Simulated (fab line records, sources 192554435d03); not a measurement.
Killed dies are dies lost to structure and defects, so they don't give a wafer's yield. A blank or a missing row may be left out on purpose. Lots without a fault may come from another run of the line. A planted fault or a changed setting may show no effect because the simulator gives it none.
Which tool did it? | flow n5_finfet | 11 lots, 33 wafers sampled, at 5 steps of a route of 1938

WHAT THE GAUGES READ, wafer by wafer
N5_BEOL_M4_RC_MEAS_101. Usual: DIBL_N 37.0 mV/V, standard deviation 1.7; DIBL_P 36.7 mV/V, standard deviation 2; IOFF_N 0.17 nA/um, standard deviation 0.035; IOFF_P 0.22 nA/um, standard deviation 0.035; ION_N 672 uA/um, standard deviation 12; ION_P 461 uA/um, standard deviation 7.5; SS_N 71.6 mV/dec, standard deviation 0.67; SS_P 73.4 mV/dec, standard deviation 0.64; VT_N 250 mV, standard deviation 3.5; VT_P -250 mV, standard deviation 3.5.
lot  | measured     | on        | DIBL_N (mV/V)  | DIBL_P (mV/V)  | IOFF_N (nA/um) | IOFF_P (nA/um) | ION_N (uA/um) | ION_P (uA/um) | SS_N (mV/dec)  | SS_P (mV/dec)  | VT_N (mV)   | VT_P (mV)      | flag
L481 | day 8 08:34  | prober-02 | 36.8 35.5 33.7 | 36.0 35.4 33.5 | 0.16 0.14 0.11 | 0.18 0.17 0.16 | 672 655 663   | 459 448 460   | 72.2 71.2 70.5 | 72.7 72.9 72.3 | 250 249 255 | -252 -255 -254 |
L495 | day 11 07:40 | prober-02 | 34.9 34.1 34.5 | 35.6 33.8 35.1 | 0.14 0.11 0.13 | 0.21 0.17 0.20 | 669 648 661   | 461 449 462   | 70.5 70.7 70.4 | 73.5 73.0 73.3 | 251 256 252 | -250 -253 -249 |
L496 | day 11 10:03 | prober-02 | 37.9 37.5 35.4 | 37.6 37.4 35.6 | 0.20 0.17 0.14 | 0.24 0.24 0.21 | 662 668 665   | 461 462 464   | 72.1 71.8 71.1 | 73.2 73.2 73.1 | 247 249 251 | -247 -250 -249 |
L494 | day 11 13:06 | prober-01 | 34.3 31.9 33.6 | 34.0 31.3 33.3 | 0.12 0.09 0.11 | 0.17 0.13 0.16 | 666 649 664   | 456 452 456   | 70.6 69.8 70.4 | 72.4 71.8 72.3 | 254 256 254 | -257 -259 -257 |
L499 | day 13 09:46 | prober-02 | 39.9 38.7 39.5 | 39.9 39.0 38.5 | 0.24 0.21 0.21 | 0.27 0.25 0.24 | 683 677 681   | 455 454 461   | 72.4 71.9 71.9 | 74.1 74.2 73.4 | 244 246 247 | -247 -249 -253 |
L504 | day 13 12:05 | prober-02 | 37.0 35.9 39.1 | 35.8 34.6 38.2 | 0.15 0.13 0.19 | 0.21 0.19 0.25 | 680 658 690   | 467 460 470   | 71.1 70.7 72.1 | 73.7 72.8 73.5 | 250 251 246 | -247 -250 -248 |
L502 | day 13 14:22 | prober-02 | 36.6 39.4 38.0 | 36.8 40.1 38.7 | 0.13 0.18 0.15 | 0.17 0.21 0.19 | 658 662 664   | 447 452 454   | 71.6 72.6 71.6 | 73.4 73.8 74.3 | 256 249 253 | -257 -251 -254 |
L503 | day 14 10:43 | prober-02 | 35.5 36.0 35.8 | 34.4 35.2 34.2 | 0.15 0.16 0.14 | 0.20 0.22 0.20 | 675 678 664   | 467 466 461   | 72.0 71.8 71.2 | 73.6 73.5 73.1 | 250 246 251 | -250 -249 -252 |

WHICH TOOL RAN EACH LOT (tool, then ch and the chambers of the sampled wafers, then the start)
lot  | N5_BEOL_M4_SPUTTER_88        | N5_BEOL_M4_ANNEAL_91         | N5_BEOL_M4_ECD_50              | N5_BEOL_M4_CMP_52
L481 | pvd_sputter-01, day 8 05:40  | pvd_sputter-01, day 8 05:58  | ecd_cu-01 ch 0,1, day 8 06:40  | cmp-04 ch 0,3, day 8 07:05
L489 | pvd_sputter-02, day 9 21:59  | pvd_sputter-02, day 9 22:17  | ecd_cu-02 ch 0,1, day 9 22:59  | cmp-01 ch 0,2, day 9 23:24
L490 | pvd_sputter-01, day 10 01:26 | pvd_sputter-01, day 10 01:44 | ecd_cu-02 ch 0,1, day 10 02:26 | cmp-04 ch 0,1,3, day 10 02:49
L491 | pvd_sputter-02, day 10 08:56 | pvd_sputter-02, day 10 09:14 | ecd_cu-01 ch 0, day 10 09:56   | cmp-01 ch 0,2, day 10 10:21
L495 | pvd_sputter-03, day 11 04:55 | pvd_sputter-03, day 11 05:13 | ecd_cu-01 ch 0,1, day 11 05:55 | cmp-04 ch 0,2,3, day 11 06:17
L496 | pvd_sputter-01, day 11 07:55 | pvd_sputter-01, day 11 08:13 | ecd_cu-02 ch 0,1, day 11 08:55 | cmp-03 ch 1,2,3, day 11 09:20
L494 | pvd_sputter-03, day 11 11:07 | pvd_sputter-03, day 11 11:25 | ecd_cu-02 ch 0,1, day 11 12:07 | cmp-01 ch 1,2, day 11 12:29
L499 | pvd_sputter-01, day 13 07:16 | pvd_sputter-01, day 13 07:34 | ecd_cu-02 ch 0,1, day 13 08:17 | cmp-01 ch 0,2,3, day 13 08:45
L504 | pvd_sputter-01, day 13 09:53 | pvd_sputter-01, day 13 10:11 | ecd_cu-02 ch 1, day 13 10:53   | cmp-03 ch 2,3, day 13 11:19
L502 | pvd_sputter-02, day 13 11:52 | pvd_sputter-02, day 13 12:10 | ecd_cu-02 ch 0,1, day 13 12:52 | cmp-04 ch 1,3, day 13 13:38
L503 | pvd_sputter-03, day 14 08:23 | pvd_sputter-03, day 14 08:41 | ecd_cu-02 ch 0,1, day 14 09:25 | cmp-04 ch 0,1, day 14 09:46
- N5_BEOL_M4_SPUTTER_88: material Cu, target thk 4.5 nm, time 8.29 s.
- N5_BEOL_M4_ANNEAL_91: time 240 s.
- N5_BEOL_M4_ECD_50: material Cu, target thk 300 nm.
- N5_BEOL_M4_CMP_52: polishes, stops on SiOC, t overpolish 6.8 s, target thk 40 nm.

WHAT THE TOOLS THEMSELVES READ (means of the sampled wafers that have a number; where no wafer has one, the mark that the record gives instead)
N5_BEOL_M4_SPUTTER_88. Usual: throttle_valve_pct 30.1 %, standard deviation 1.1.
lot  | tool           | throttle_valve_pct (%) | flag
L481 | pvd_sputter-01 | 28.8                   |
L489 | pvd_sputter-02 | 31.1                   |
L490 | pvd_sputter-01 | 29.7                   |
L491 | pvd_sputter-02 | 31.1                   |
L495 | pvd_sputter-03 | 29.8                   |
L496 | pvd_sputter-01 | 29.6                   |
L494 | pvd_sputter-03 | 30.6                   |
L499 | pvd_sputter-01 | 29.8                   |
L504 | pvd_sputter-01 | 29.7                   |
L502 | pvd_sputter-02 | 30.2                   |
L503 | pvd_sputter-03 | 29.8                   |

N5_BEOL_M4_ANNEAL_91. Usual: heater_power_w 860 W, standard deviation 71; susceptor_temp_C_max 401.0, standard deviation 0.34.
lot  | tool           | heater_power_w (W) | susceptor_temp_C_max | flag
L481 | pvd_sputter-01 | 971                | 401.1                |
L489 | pvd_sputter-02 | 860                | 401.6                |
L490 | pvd_sputter-01 | 937                | 401.2                |
L491 | pvd_sputter-02 | 884                | 400.9                |
L495 | pvd_sputter-03 | 816                | 400.6                |
L496 | pvd_sputter-01 | 922                | 400.9                |
L494 | pvd_sputter-03 | 876                | 400.6                |
L499 | pvd_sputter-01 | 887                | 401.0                |
L504 | pvd_sputter-01 | 891                | 400.7                |
L502 | pvd_sputter-02 | 813                | 401.1                |
L503 | pvd_sputter-03 | 809                | 400.8                |

N5_BEOL_M4_CMP_52. Usual: clearing_platen_rpm 50.00 rpm, standard deviation 0.031; motor_current_A 6.3 A, standard deviation 0.74; time_to_endpoint_s 63 s, standard deviation 3.2.
lot  | tool   | clearing_platen_rpm (rpm) | motor_current_A (A) | time_to_endpoint_s (s) | flag
L481 | cmp-04 | 49.99                     | 5.9                 | 62                     |
L489 | cmp-01 | 50.00                     | 6.0                 | 2                      | OFF
L490 | cmp-04 | 50.00                     | 5.7                 | 0                      | OFF
L491 | cmp-01 | 50.02                     | 6.0                 | 2                      | OFF
L495 | cmp-04 | 49.98                     | 5.8                 | 64                     |
L496 | cmp-03 | 50.00                     | 7.0                 | 67                     |
L494 | cmp-01 | 49.99                     | 6.4                 | 63                     |
L499 | cmp-01 | 50.00                     | 6.3                 | 61                     |
L504 | cmp-03 | 50.00                     | 7.0                 | 61                     |
L502 | cmp-04 | 49.97                     | 6.0                 | 64                     |
L503 | cmp-04 | 50.00                     | 5.3                 | 60                     |

THE ANSWER, worked out from the rows above alone
Rule: a lot is off if the mean of its wafers that have a number lies more than 3 standard deviations from the usual mean. A lot without any number at a reading at which 4 lots or more have one is off too. The other lots that the step has rows for count as sound. The gauges are gone through in route order, then the tools' own readings, and for those a lot's mean is taken as printed above. The first step at which some lot is off is used, and at that step the reading that is off furthest; a lot without a number counts as furthest.
Off: L489, L490, L491, at N5_BEOL_M4_CMP_52 (time_to_endpoint_s).
A tool fits if, at that step or a process step before it, it ran every lot that is off, and no sound lot after the first of them. None of those tried fits.

WHAT THE SIMULATOR HAD PUT IN
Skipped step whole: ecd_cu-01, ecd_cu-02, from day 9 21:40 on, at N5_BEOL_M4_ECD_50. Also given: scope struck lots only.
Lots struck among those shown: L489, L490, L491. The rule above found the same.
